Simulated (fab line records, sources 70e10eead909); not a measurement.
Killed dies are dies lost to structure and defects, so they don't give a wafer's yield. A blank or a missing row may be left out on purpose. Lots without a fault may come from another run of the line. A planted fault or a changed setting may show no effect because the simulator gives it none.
fab line records | flow nand_harc
record lots=6 wafers=18 last_day=24
route steps=1159 shown A_BLC@967 END@1159
lots that met no fault: from a run of the same line without faults
start_h: hours from the record's first day to the start of the lot's first wafer shown | wait_h: hours since the lot's step before | " the same as in the row above | L1.1+2: a row that stands for several wafers | - no value, or no start given | * or withheld: withheld | < > ~ a bound
route shown NAME@n: a module of which the file shows steps, and the number in the route of the first | usual: mean/standard deviation of fault-free wafers | same: alike in all rows | chamber/n: place in a boat | sites: the reading at each site | _std_site: their standard deviation | _edge_site: outer sites' mean less inner sites' | radius_mm: how far each site lies from the wafer's centre | mask NAME#n: copy n | behind: the tool/chamber that last shaped the wafer | hold: why the lot was held/for how many hours/how that ended | device: the transistor (n, p or np) that didn't switch | end of line: the same wafers' tests at the end of the route | a step without rows: its recipe alone | killed: dies lost to structure and defects at the first sort, not the wafer's yield | map: a wafer's dies, x killed, . not, _ none there
set.NAME: the setting as run; set.NAME@STEP: as run at that earlier step | model.NAME: the simulator's own value behind a step, which no gauge read
lots at some steps of the route; a table a step, a row a wafer
services: from which hour (start_h, from the record's first day; less than 0 if before it) a tool's chamber was out of use, for how many hours, and why
## steps
# step NHARC_A_BLC_COAT_03
# recipe temp_c=225 time_s=65
# step NHARC_A_BLC_COAT_04
# recipe spin_rpm=1500 resist_thk_nm=90
# step NHARC_A_BLC_SOFTBAKE_05
# recipe temp_c=105 time_s=55
# step NHARC_A_BLC_EBR_06
# step NHARC_A_BLC_EXPOSE_07
# recipe na=1.35 target_cd_nm=100 dose_mj=67.97 mask_id=A_BLC
# step NHARC_A_BLC_PEB_08
# recipe peb_temp_c=100 peb_time_s=65
# step NHARC_A_BLC_DEVELOP_09
# recipe develop_time_s=35 dev_temp_c=23
# step NHARC_A_BLC_CD_MEAS_10
# recipe target_cd_nm=100 landing_energy_ev=500
# usual cd_nm=100.2/0.44
# columns lot.wafer tool chamber start_h wait_h cd_nm
L277.1 cd_sem-01 0 428.56 - 100.0
L277.3 " 0 " " 100.3
L277.4 " 0 " " 100.2
L278.2 cd_sem-01 0 441.95 - 99.7
L278.3 " 0 " " 100.4
L278.4 " 0 " " 100.2
L287.2 cd_sem-02 0 493.42 - 100.0
L287.3 " 0 " " 99.8
L287.4 " 0 " " 100.1
L285.1 cd_sem-01 0 494.70 - 100.5
L285.2 " 0 " " 100.8
L285.6 " 0 " " 100.4
L294.1 cd_sem-03 0 520.96 - 100.3
L294.2 " 0 " " 99.3
L294.4 " 0 " " 100.0
L293.1 cd_sem-03 0 526.59 - 100.9
L293.2 " 0 " " 100.3
L293.5 " 0 " " 100.4
# step NHARC_A_BLC_OVL_MEAS_11
# usual overlay_x_nm=0.2/0.8 overlay_y_nm=0.0/0.9
# columns lot.wafer tool chamber start_h wait_h overlay_x_nm overlay_y_nm
L277.1 overlay-02 - 428.65 - 0.2 1.2
L277.3 " - " " 0.3 1.5
L277.4 " - " " 0.3 1.6
L278.2 overlay-02 - 442.04 - 0.6 -0.7
L278.3 " - " " 0.0 -0.8
L278.4 " - " " 0.3 -0.1
L287.2 overlay-01 - 493.50 - -0.9 1.6
L287.3 " - " " -0.9 1.6
L287.4 " - " " -1.1 1.4
L285.1 overlay-01 - 494.79 - 0.0 -0.1
L285.2 " - " " 0.5 0.5
L285.6 " - " " 0.5 0.4
L294.1 overlay-01 - 521.05 - 2.3 -1.3
L294.2 " - " " 1.8 -1.1
L294.4 " - " " 1.8 -1.3
L293.1 overlay-01 - 526.68 - 0.2 -1.2
L293.2 " - " " 0.1 -0.9
L293.5 " - " " 0.5 -1.0
# step NHARC_A_BLC_INSPECT_12
# usual raw_defect_count=32/14
# columns lot.wafer tool chamber start_h wait_h raw_defect_count
L277.1 defect_inspect-01 - 428.69 0.0 19
L277.3 " - " " 18
L277.4 " - " " 15
L278.2 defect_inspect-01 - 442.08 0.0 48
L278.3 " - " " 38
L278.4 " - " " 41
L287.2 defect_inspect-01 - 493.54 0.0 39
L287.3 " - " " 39
L287.4 " - " " 39
L285.1 defect_inspect-02 - 494.83 0.0 36
L285.2 " - " " 46
L285.6 " - " " 32
L294.1 defect_inspect-02 - 521.08 0.0 17
L294.2 " - " " 14
L294.4 " - " " 16
L293.1 defect_inspect-01 - 526.72 0.0 39
L293.2 " - " " 51
L293.5 " - " " 41
# step NHARC_A_BLC_DESCUM_15
# recipe time_s=3 o2_flow_sccm=200 ar_flow_sccm=0 bias_power_w=0 chemistry=O2
# usual drypump_motor_current_A=5.5/0.47 oes_product_au=1.002/0.0069 rf_vpp_V=57.7/0.93 showerhead_plenum_p_Torr=1.89/0.083 throttle_valve_pct=11.311/0.0093
# columns lot.wafer tool chamber start_h wait_h drypump_motor_current_A oes_product_au rf_hours_counter_h rf_vpp_V showerhead_plenum_p_Torr throttle_valve_pct
L277.1 rie_diel-03 2 428.75 0.1 5.8 1.002 3 56.9 1.77 11.302
L277.4 " 3 " " 5.6 1.003 3 57.5 1.78 11.320
L277.3 " 1 " " 4.6 0.997 3 58.6 1.92 11.305
L278.2 rie_diel-12 2 442.15 0.1 5.6 1.010 5 57.9 1.94 11.309
L278.4 " 3 " " 6.4 1.001 5 55.7 1.78 11.323
L278.3 " 0 " " 5.4 1.008 5 57.2 1.91 11.306
L287.4 rie_diel-03 1 493.61 0.1 4.6 1.014 8 57.3 1.91 11.320
L287.3 " 2 " " 5.8 1.004 8 57.6 1.77 11.308
L287.2 " 3 " " 5.5 1.001 9 56.5 1.77 11.313
L285.1 rie_diel-03 2 494.89 0.1 5.8 1.013 9 57.8 1.77 11.324
L285.2 " 0 " " 4.8 1.002 9 56.2 1.97 11.313
L285.6 " 3 " " 5.6 0.989 - 57.3 1.77 11.331
L294.2 rie_diel-12 1 521.14 0.1 5.4 0.996 14 57.8 2.00 11.307
L294.1 " 2 " " 5.6 1.003 14 57.1 1.94 11.312
L294.4 " 3 " " 6.4 1.000 12 56.3 1.78 11.318
L293.1 rie_diel-08 3 526.79 0.1 5.7 0.997 8 57.7 1.84 11.296
L293.2 " 1 " " 5.1 1.001 16 58.3 1.94 11.311
L293.5 " 2 " " 5.6 0.996 - 56.8 1.80 11.314
# step NHARC_A_BLC_ETCH_16
# recipe target_depth_a=390 over_etch_frac=0.3 time_s=65 ion_energy_ev=80 cf4_flow_sccm=150 ar_flow_sccm=0 rf_w=300 bias_w=100 chemistry=CF4
# usual drypump_motor_current_A=5.5/0.47 oes_product_au=1.001/0.0072 rf_vpp_V=150.9/1.3 run_length_s=86.2/0.45 showerhead_plenum_p_Torr=1.74/0.071 throttle_valve_pct=13.284/0.0085
# columns lot.wafer tool chamber start_h wait_h drypump_motor_current_A oes_product_au rf_hours_counter_h rf_vpp_V run_length_s showerhead_plenum_p_Torr throttle_valve_pct
L277.3 rie_diel-03 3 428.84 0.1 5.6 1.001 3 149.5 86.3 1.65 13.288
L277.1 " 0 " " 4.9 0.996 3 153.0 85.5 1.82 13.281
L277.4 " 2 " " 5.8 1.005 3 148.9 85.7 1.65 13.271
L278.3 rie_diel-12 1 442.22 0.1 5.4 1.014 5 151.4 86.3 1.84 13.279
L278.2 " 2 " " 5.5 1.014 5 150.8 85.7 1.79 13.283
L278.4 " 0 " " 5.4 1.014 5 151.2 86.0 1.77 13.284
L287.4 rie_diel-03 2 493.69 0.1 5.8 1.003 8 149.1 85.9 1.65 13.267
L287.3 " 3 " " 5.6 0.999 9 151.3 87.2 1.65 13.297
L287.2 " 0 " " 4.8 1.005 9 152.6 86.3 1.82 13.270
L285.1 rie_diel-03 0 494.98 0.1 4.8 1.002 9 152.1 85.8 1.82 13.273
L285.2 " 2 " " 5.8 1.003 9 149.7 86.1 1.65 13.281
L285.6 " 0 " " 4.8 1.004 - 152.1 85.9 1.82 13.290
L294.2 rie_diel-12 0 521.23 0.1 5.4 0.995 12 150.1 86.1 1.76 13.300
L294.1 " 2 " " 5.5 0.998 14 152.0 85.8 1.79 13.294
L294.4 " 3 " " 6.4 0.993 12 150.2 86.6 1.65 13.276
L293.2 rie_diel-08 3 526.86 0.1 5.7 1.001 8 150.8 86.7 1.70 13.289
L293.1 " 0 " " 6.0 0.995 14 152.1 85.8 1.82 13.290
L293.5 " 0 " " 6.0 0.993 - 150.9 86.0 1.82 13.274
# step NHARC_A_BLC_ETCH_17
# recipe target_depth_a=3900 over_etch_frac=0.25 time_s=609.38 ion_energy_ev=200 n2_flow_sccm=150 h2_flow_sccm=150 ar_flow_sccm=0 rf_w=400 bias_w=150 chemistry=N2/H2
# usual drypump_motor_current_A=5.5/0.44 oes_product_au=1.001/0.0069 rf_vpp_V=429.8/2.8 run_length_s=630.5/0.44 showerhead_plenum_p_Torr=2.01/0.092 throttle_valve_pct=14.171/0.0099
# columns lot.wafer tool chamber start_h wait_h drypump_motor_current_A oes_product_au rf_hours_counter_h rf_vpp_V run_length_s showerhead_plenum_p_Torr throttle_valve_pct model.A_BLC.cd_nm
L277.3 rie_diel-03 2 428.93 - 5.8 0.998 3 426.1 630.0 1.89 14.169 100.9
L277.1 " 0 " " 4.9 0.991 3 432.6 629.9 2.10 14.173 99.03
L277.4 " 1 " " 4.6 1.014 3 430.4 629.5 2.04 14.163 101.9
L278.3 rie_diel-12 2 442.31 - 5.6 0.996 5 429.5 630.0 2.07 14.185 101.8
L278.4 " 3 " " 6.4 0.997 5 426.3 631.2 1.90 14.166 100.2
L278.2 " 0 " " 5.4 0.997 5 430.6 630.6 2.04 14.151 100.4
L287.3 rie_diel-03 1 493.82 - 4.6 1.003 8 431.5 629.8 2.04 14.177 99.74
L287.4 " 2 " " 5.8 1.002 8 425.5 630.1 1.88 14.173 100.2
L287.2 " 3 " " 5.6 0.997 9 426.6 514.2 1.89 14.168 100.6
L285.2 rie_diel-03 1 495.15 - 4.6 1.012 9 430.3 513.1 2.04 14.171 101.8
L285.1 " 2 " " 5.8 1.013 9 426.4 630.1 1.88 14.199 99.78
L285.6 " 3 " " 5.5 1.010 - 426.5 514.4 1.89 14.161 101
L294.1 rie_diel-12 0 521.32 - 5.3 0.999 12 429.8 630.6 2.03 14.172 100.8
L294.4 " 1 " " 5.4 1.005 14 434.3 630.7 2.13 14.181 98.98
L294.2 " 3 " " 6.4 1.003 12 426.3 631.0 1.89 14.167 101
L293.1 rie_diel-08 3 527.00 - 5.7 1.008 9 428.6 630.6 1.96 14.163 101.1
L293.2 " 0 " " 6.0 0.998 15 432.9 630.6 2.10 14.154 99.83
L293.5 " 2 " " 5.6 1.003 - 426.9 630.8 1.91 14.176 102
# step NHARC_A_BLC_ETCH_18
# recipe target_depth_a=9100 c4f8_flow_sccm=20 o2_flow_sccm=10 ar_flow_sccm=withheld rf_w=600 bias_w=1500 chemistry=C4F8/O2/Ar
# usual oes_product_au=0.960/0.019 rf_vpp_V=976/5.8
# columns lot.wafer tool chamber start_h wait_h oes_product_au rf_hours_counter_h rf_vpp_V
L277.4 rie_diel-03 3 - - 0.941 4 969
L277.3 " 0 " " 0.964 3 981
L277.1 " 1 " " 0.973 3 979
L278.2 rie_diel-12 2 - - 0.954 6 980
L278.3 " 0 " " 0.969 5 977
L278.4 " 1 " " 0.940 5 984
L287.3 rie_diel-03 1 - - 0.981 8 978
L287.2 " 3 " " 0.977 9 969
L287.4 " 0 " " 0.963 9 982
L285.2 rie_diel-03 0 - - 0.971 9 983
L285.1 " 1 " " 0.993 9 977
L285.6 " 1 " " 0.980 - 978
L294.4 rie_diel-12 2 - - 0.962 14 978
L294.2 " 3 " " 0.971 12 968
L294.1 " 0 " " 0.966 13 979
L293.1 rie_diel-08 3 - - 0.970 9 972
L293.2 " 1 " " 0.975 16 978
L293.5 " 3 " " 0.953 - 974
# step NHARC_END_SORT_01
# recipe temp_c=25
# usual killed_at_array=31/12 killed_at_other=0.6/0.85 killed_at_periphery=3.0/2.3 killed_dies=35/12 killed_open=3.2/1.9 killed_short=1.8/1.4
# same gross_dies=677
# columns lot.wafer tool chamber start_h wait_h killed_at_array killed_at_other killed_at_periphery killed_dies killed_open killed_short
L285.2 prober-01 0 542.43 2.8 92 1 3 96 1 5
L285.6 prober-01 0 545.63 4.0 42 0 5 47 4 2
L287.2 prober-02 0 550.07 2.8 79 1 3 83 2 3
# killed by level:class
L285.2 A_BLC:area_etch=52 A_CHANNEL_HOLE_D1:chamber_film_flake=29 A_STAIRCASE:chamber_film_flake=5 P_CONTACT:geometric_particle:short=2 A_CONTACT:chamber_film_flake=2 A_CHANNEL_FILL_D1:geometric_particle:short=1 A_SGD_CUT:geometric_particle:short=1 A_CONTACT:geometric_particle:open=1
L285.6 A_CHANNEL_HOLE_D1:chamber_film_flake=18 A_BLC:area_etch=12 A_CONTACT:chamber_film_flake=4 A_CONTACT:geometric_particle:open=2 P_STI:chamber_film_flake=2 A_WL_FILL:chamber_film_flake=2 P_CONTACT:geometric_particle:short=1 P_M2:geometric_particle:open=1
L287.2 A_BLC:area_etch=42 A_SLIT:chamber_film_flake=13 A_CHANNEL_HOLE_D1:chamber_film_flake=7 A_CONTACT:chamber_film_flake=7 A_STAIRCASE:chamber_film_flake=5 A_M1:geometric_particle:short=2 P_BONDPAD:chamber_film_flake=2 P_CONTACT:geometric_particle:open=1
# map L285.2 (x killed, . not)
____________.____________
_________......._________
_______....x......_______
______.............______
_____..............._____
____.................____
____......x...x......____
___...................___
___....x......x......x___
__...........x......x..__
__......x........x.....__
_........x...xxxx.x....._
_.......x.x..xx........._
_.....x.x..............._
_x........x...x........._
_............x.........._
.......x....x..x.........
.......xxx........x......
.....x..x....x..x........
.............x....x......
.........x....x.xx.x.....
_...............x..x...._
_......x..x.xx.x........_
_........x.x.x..xx......_
_....x.......xxxx.x..x.._
_..x.x.x....x..xx.x....._
__.........x.xxxxx.....__
__.....x.xx..xxxxx.x.x.__
___......x..x.xx.x....___
___...........xxx.....___
____.........x.x.....____
____.................____
_____..............._____
______.............______
_______..........._______
_________......._________
____________.____________
# map L287.2 (x killed, . not)
____________x____________
_________x...x.._________
_______.x.x.x....x_______
______xx.....x..xxx______
_____.x..x.........._____
____.x.x.x......x.x.x____
____x..............x.____
___.................xx___
___..x.......xx....x.x___
__x.................x..__
__x..........x.........__
_..x.............x....x._
_x....................xx_
_x....x................x_
_................xx...x._
_................x.....x_
................xxxx.....
................xx.......
..............x.........x
..x.x.........x.x......xx
...................x....x
_...x.x................x_
_.x.x.........x........._
_....x.............x...._
_...................x..._
_..................x...._
__................x..x.__
__.....................__
___.................xx___
___.....x.........xx..___
____.................____
____..............x..____
_____..............._____
______....x........______
_______..........._______
_________......._________
____________.____________
## services
# columns tool chamber start_h hours kind
rie_diel-03 0 425.92 - clean
rie_diel-03 1 425.92 - clean
rie_diel-03 2 425.92 - clean
rie_diel-03 3 425.92 - clean
rie_diel-08 - 446.38 0.3 repair
rie_diel-03 0 450.42 - clean
rie_diel-03 1 450.42 - clean
rie_diel-03 2 450.42 - clean
rie_diel-03 3 450.42 - clean
rie_diel-03 2 450.70 7.6 repair
rie_diel-03 0 474.92 - clean
rie_diel-03 1 474.92 - clean
rie_diel-03 2 474.92 - clean
rie_diel-03 3 474.92 - clean
rie_diel-08 - 479.18 9.0 pm
rie_diel-03 0 499.42 - clean
rie_diel-03 1 499.42 - clean
rie_diel-03 2 499.42 - clean
rie_diel-03 3 499.42 - clean
rie_diel-03 2 510.46 2.5 repair
rie_diel-08 3 515.61 8.2 repair
rie_diel-03 0 523.92 - clean
rie_diel-03 1 523.92 - clean
rie_diel-03 2 523.92 - clean
## key
first_sign step=NHARC_A_BLC_ETCH_17 reading=run_length_s direction=down sigmas=99+ usual=* struck=*
effect step=NHARC_END_SORT_01 reading=killed_dies direction=up sigmas=3.5 usual=35 struck=75 wafers_moved=2
model_effect step=NHARC_A_BLC_ETCH_17 value=A_BLC.cd_nm without=99.37 struck=101.1
more_kills_born_at NHARC_A_BLC_ETCH_17@rie_diel-03=106
met_at NHARC_A_BLC_ETCH_17
struck_wafers L285.2,L285.6,L287.2
tester_left_out L285,L287
onset_between 428.93 493.82
fault kind=process_parameter_drift tool=rie_diel-03 chamber=- onset_h=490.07 steps=NHARC_A_BLC_ETCH_17 channel=time_s offset=* shape=step end_h=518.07 scope=struck_wafers_only acts_in=* stated=*
# tester_left_out: of these lots the tester's yield and bins aren't shown, on N5 and GAA mostly nor the transistor test; their killed dies are dies lost to structure and defects alone, not to doping, threshold or leakage, so they don't give the yield
